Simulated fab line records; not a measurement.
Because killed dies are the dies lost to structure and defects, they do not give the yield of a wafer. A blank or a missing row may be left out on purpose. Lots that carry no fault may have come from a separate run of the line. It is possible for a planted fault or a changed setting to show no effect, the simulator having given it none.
What tool caused it? -- flow nandHarc -- 13 lots, 39 wafers sampled, at 6 steps of a route of 1302

## WHAT THE GAUGES SHOWED, per wafer
NHARC_P_ZERO_WELL_CD_MEAS_11 targets a cd of 500 nm. Usual: cdNm 499.4 nm, standard deviation 1.8.
lot,measured,on,cdNm (nm),flag
L880,day 1 21:15,cdSem-02,502.0 501.1 504.3,
L881,day 2 07:07,cdSem-01,497.6 499.3 499.7,
L882,day 2 17:07,cdSem-01,500.1 498.0 500.0,
L883,day 3 03:07,cdSem-02,497.0 498.3 498.2,
L887,day 4 19:14,cdSem-03,497.5 496.5 498.5,
L889,day 5 15:14,cdSem-03,496.4 498.0 497.1,
L894,day 7 17:14,cdSem-03,500.6 501.7 498.9,
L895,day 8 03:21,cdSem-01,496.8 497.7 500.0,
L896,day 8 13:15,cdSem-03,497.9 500.6 498.1,
L899,day 9 19:07,cdSem-02,499.2 499.4 499.5,
L901,day 10 15:14,cdSem-01,499.6 495.3 498.2,
L902,day 11 01:14,cdSem-02,500.7 499.4 499.7,
L903,day 11 11:16,cdSem-02,499.6 498.3 500.1,

NHARC_P_ZERO_WELL_CD_MEAS_37 targets a cd of 720 nm. Usual: cdNm 718.9 nm, standard deviation 1.7.
lot,measured,on,cdNm (nm),flag
L880,day 2 00:02,cdSem-01,719.2 717.5 721.7,
L881,day 2 10:14,cdSem-03,717.0 721.5 719.4,
L882,day 2 20:05,cdSem-01,719.7 720.3 718.9,
L883,day 3 06:06,cdSem-03,720.3 716.7 719.2,
L887,day 5 02:10,cdSem-03,720.6 720.1 719.8,
L889,day 5 18:14,cdSem-03,719.8 716.5 720.3,
L894,day 7 20:13,cdSem-01,719.6 717.5 719.3,
L895,day 8 06:16,cdSem-03,718.4 720.4 719.6,
L896,day 8 16:20,cdSem-03,716.1 717.6 719.3,
L899,day 9 22:10,cdSem-02,720.4 719.5 717.9,
L901,day 10 20:01,cdSem-01,719.0 717.0 718.9,
L902,day 11 04:19,cdSem-01,718.6 721.2 722.7,
L903,day 11 14:14,cdSem-02,716.1 717.5 719.7,

NHARC_P_ZERO_WELL_INSPECT_43. Usual: rawDefectCount 13, standard deviation 5.4.
lot,measured,on,rawDefectCount,flag
L880,day 2 03:29,defectInspect-01,21 7 9,
L881,day 2 13:50,defectInspect-01,22 9 13,
L882,day 2 23:32,defectInspect-01,30 22 24,
L883,day 3 09:25,defectInspect-02,12 8 7,
L887,day 5 05:31,defectInspect-02,601 639 586,OFF
L889,day 5 21:34,defectInspect-02,597 656 657,OFF
L894,day 7 23:41,defectInspect-02,16 18 13,
L895,day 8 09:38,defectInspect-01,13 11 14,
L896,day 8 19:47,defectInspect-01,13 11 11,
L899,day 10 01:30,defectInspect-01,14 18 5,
L901,day 10 23:31,defectInspect-02,21 14 19,
L902,day 11 07:38,defectInspect-01,15 17 16,
L903,day 11 17:33,defectInspect-02,7 17 12,

NHARC_END_SORT_01. Usual: killedAtArray 53, standard deviation 19; killedAtOther 0.7, standard deviation 1.1; killedAtPeriphery 4.2, standard deviation 2.7; killedDies 58, standard deviation 18; killedOpen 3.1, standard deviation 1.9; killedShort 2.5, standard deviation 1.6.
lot,measured,on,killedAtArray,killedAtOther,killedAtPeriphery,killedDies,killedOpen,killedShort,flag
L882,day 25 04:07,prober-02,82 80 84,2 0 1,3 0 4,87 80 89,1 1 1,4 1 1,
L883,day 25 11:50,prober-01,22 27 23,1 0 1,9 10 6,32 37 30,3 1 8,1 5 2,
L887,day 27 12:20,prober-01,68 69 77,0 0 0,80 83 85,148 152 162,3 1 1,3 5 4,OFF
L889,day 28 03:56,prober-01,52 54 55,0 0 0,86 86 63,138 140 118,3 1 1,4 1 2,OFF
L896,day 30 13:04,prober-01,60 52 59,3 1 1,7 5 7,70 58 67,3 1 5,1 0 1,
L902,day 33 11:47,prober-01,57 40 40,1 4 3,4 4 3,62 48 46,0 1 6,4 1 1,

## TOOL THAT RAN EACH LOT (tool first, then ch and the chambers of the sampled wafers, then the start)
lot,NHARC_P_ZERO_WELL_DESCUM_26,NHARC_P_ZERO_WELL_PRECLEAN_68
L880,"rieDiel-06 ch 0,1, day 1 22:40","wetBench-03 ch 1,6,7, day 2 02:25"
L881,"rieDiel-05 ch 0,1,2, day 2 08:47","wetBench-05 ch 0,1,4, day 2 12:46"
L882,"rieDiel-01 ch 0,1,3, day 2 18:37","wetBench-01 ch 4,5,6, day 2 22:30"
L883,"rieDiel-06 ch 0,2, day 3 04:37","wetBench-01 ch 0,4,5, day 3 08:22"
L887,"rieDiel-01 ch 0,3, day 4 20:45","wetBench-03 ch 3,5,6, day 5 04:27"
L889,"rieDiel-05 ch 0,1,3, day 5 16:46","wetBench-03 ch 0,3,6, day 5 20:29"
L894,"rieDiel-05 ch 0,1, day 7 18:45","wetBench-05 ch 0,1,5, day 7 22:37"
L895,"rieDiel-01 ch 0,2,3, day 8 04:48","wetBench-05 ch 1,4,5, day 8 08:34"
L896,"rieDiel-05 ch 0,1,2, day 8 14:55","wetBench-05 ch 4,6,7, day 8 18:44"
L899,"rieDiel-05 ch 1,2,3, day 9 20:48","wetBench-05 ch 4,5,7, day 10 00:25"
L901,"rieDiel-06 ch 0,2,3, day 10 18:40","wetBench-01 ch 2,3,7, day 10 22:28"
L902,"rieDiel-05 ch 0,2, day 11 02:50","wetBench-01 ch 0,2,4, day 11 06:35"
L903,"rieDiel-01 ch 0,1,2, day 11 12:47","wetBench-01 ch 0,1,3, day 11 16:29"
- NHARC_P_ZERO_WELL_DESCUM_26: chemistry O2, time 3 s.
- NHARC_P_ZERO_WELL_PRECLEAN_68: cleans in SC1, time 60 s.

## WHAT THE TOOLS THEMSELVES READ (means of the sampled wafers that have a number; where no wafer has one, the mark that the record gives instead)
NHARC_P_ZERO_WELL_DESCUM_26. Usual: chamberPressureMTorr 60.00 mTorr, standard deviation 0.056; drypumpMotorCurrentA 5.5 A, standard deviation 0.65; oesProductAu 1.002 a.u., standard deviation 0.011; rfVppV 57.7 V, standard deviation 0.82; showerheadPlenumPTorr 1.89 Torr, standard deviation 0.067; throttleValvePct 11.311 %, standard deviation 0.0084.
lot,tool,chamberPressureMTorr (mTorr),drypumpMotorCurrentA (A),oesProductAu (a.u.),rfVppV (V),showerheadPlenumPTorr (Torr),throttleValvePct (%),flag
L880,rieDiel-06,60.00,5.6,1.015,58.3,2.02,11.307,
L881,rieDiel-05,60.01,5.5,0.998,57.7,1.89,11.315,
L882,rieDiel-01,60.02,5.7,0.998,58.4,1.93,11.318,
L883,rieDiel-06,59.99,5.2,1.019,57.4,1.96,11.311,
L887,rieDiel-01,59.97,5.3,1.002,57.7,1.91,11.313,
L889,rieDiel-05,59.98,5.0,0.997,57.0,1.85,11.306,
L894,rieDiel-05,59.99,5.0,1.009,58.0,1.87,11.314,
L895,rieDiel-01,60.04,5.4,0.986,56.8,1.90,11.311,
L896,rieDiel-05,60.05,5.5,0.999,57.8,1.87,11.305,
L899,rieDiel-05,60.01,5.3,0.998,57.7,1.83,11.320,
L901,rieDiel-06,60.02,5.7,1.014,57.8,1.90,11.309,
L902,rieDiel-05,59.95,6.0,0.994,57.7,1.87,11.308,
L903,rieDiel-01,60.03,6.0,1.007,58.2,1.93,11.309,

## THE ANSWER, worked out from the rows above alone
Rule: take the mean of a lot's wafers that have a number; if it is more than 3 standard deviations from the usual mean, the lot is off. Also off: a lot with no number at a reading for which 4 or more lots have one. All remaining lots with rows at the step are treated as sound. Order of review: gauges by route order, followed by the tools' own readings, for which a lot's mean as printed above is used. At the first step where some lot is off, the reading lying furthest off is the one used; lots without a number count as furthest.
Off: L887, L889, at NHARC_P_ZERO_WELL_INSPECT_43 (rawDefectCount).
If a tool, at a process step before that reading, ran all the lots that are off and no sound lot after the first of them, it fits. The gauges at NHARC_P_ZERO_WELL_INSPECT_43 aren't tried: what is off there is off at NHARC_END_SORT_01 too, on other tools, and a gauge's error can't cause that. One fits: wetBench-03 at NHARC_P_ZERO_WELL_PRECLEAN_68. A fault onset in the window from L880 (day 2 02:25, its last sound lot) to L887 (day 5 04:27, its first lot off) fits.

## WHAT THE SIMULATOR PUT IN
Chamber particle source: wetBench-03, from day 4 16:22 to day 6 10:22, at NHARC_P_ZERO_WELL_PRECLEAN_68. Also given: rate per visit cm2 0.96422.
Shown lots that were struck: L887, L889. The rule given above showed the same thing.
